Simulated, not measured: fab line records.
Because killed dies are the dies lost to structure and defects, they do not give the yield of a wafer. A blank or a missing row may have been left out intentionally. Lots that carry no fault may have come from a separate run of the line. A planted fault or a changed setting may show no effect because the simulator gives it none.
Which of the tools did it? | flow n5-finfet | 27 wafers from 9 lots sampled at 4 of the route's 1938 steps

## WHAT THE GAUGES SHOWED, per wafer
N5_HKMG_FIN_INSPECT_61: inspects for defects (macro).
lot  | measured    | on                | raw-defect-count
L225 | day 5 17:22 | defect-inspect-01 | 5 2 3
L227 | day 6 10:47 | defect-inspect-01 | 2 1 0
L229 | day 6 19:54 | defect-inspect-01 | 2 1 1
L230 | day 7 01:38 | defect-inspect-01 | 0 3 1
L232 | day 7 11:44 | defect-inspect-02 | 2 0 2
L238 | day 8 23:14 | defect-inspect-01 | 6 1 3
L239 | day 9 06:49 | defect-inspect-02 | 0 0 3
L240 | day 9 13:32 | defect-inspect-02 | 1 3 2
L241 | day 9 23:12 | defect-inspect-01 | 4 2 2

## TOOL THAT RAN EACH LOT (tool first, then ch and the chambers of the sampled wafers, then the start)
lot  | N5_SDB_HM_OPEN_20                 | N5_SDB_STRIP_22                     | N5_HKMG_FIN_COAT_41
L225 | rie-diel-05 ch 1,2,3, day 5 11:46 | plasma-asher-01 ch 0,1, day 5 11:52 | litho-track-05 ch 0, day 5 17:05
L227 | rie-diel-05 ch 1,2, day 6 04:52   | plasma-asher-01 ch 0,1, day 6 04:56 | litho-track-05 ch 0, day 6 10:22
L229 | rie-diel-02 ch 1,2,3, day 6 14:22 | plasma-asher-01 ch 0,1, day 6 14:28 | litho-track-05 ch 0, day 6 19:36
L230 | rie-diel-02 ch 1,2, day 6 19:46   | plasma-asher-02 ch 0,1, day 6 19:53 | litho-track-05 ch 0, day 7 01:20
L232 | rie-diel-05 ch 0,2,3, day 7 06:18 | plasma-asher-02 ch 0,1, day 7 06:23 | litho-track-03 ch 0, day 7 11:26
L238 | rie-diel-02 ch 0,1, day 8 17:53   | plasma-asher-01 ch 0,1, day 8 17:58 | litho-track-01 ch 0, day 8 22:49
L239 | rie-diel-02 ch 1,2,3, day 9 01:30 | plasma-asher-02 ch 0,1, day 9 01:37 | litho-track-01 ch 0, day 9 06:23
L240 | rie-diel-05 ch 0,1,2, day 9 08:14 | plasma-asher-02 ch 0,1, day 9 08:22 | litho-track-01 ch 0, day 9 13:07
L241 | rie-diel-02 ch 0,3, day 9 17:46   | plasma-asher-01 ch 0,1, day 9 17:53 | litho-track-05 ch 0, day 9 22:47
- N5_SDB_HM_OPEN_20: chemistry CH3F/O2, target SiNx, stops on poly-Si, target depth 24 nm.
- N5_SDB_STRIP_22: strips in N2/H2.
- N5_HKMG_FIN_COAT_41: time 60 s, resist thk 300 nm.

## THE ANSWER, worked out from the rows above alone
Rule: the usual values come from the lots themselves. Put in order of their means at a reading, lots are off if they are a third of the lots or fewer, leave a main group of 4 or more, and stand apart from it by a gap of 3 or more times the standard deviation of the main group's means; of several such gaps the widest counts. A main group is skipped when, at the precision printed for the reading in the tables above, its means are all equal. Also off: a lot with no number at a reading for which 4 or more lots have one. Any other lot the step has rows for is counted as sound.
Nothing can be told from this: no lot is off at any reading shown.

## WHAT THE SIMULATOR HAD PUT IN
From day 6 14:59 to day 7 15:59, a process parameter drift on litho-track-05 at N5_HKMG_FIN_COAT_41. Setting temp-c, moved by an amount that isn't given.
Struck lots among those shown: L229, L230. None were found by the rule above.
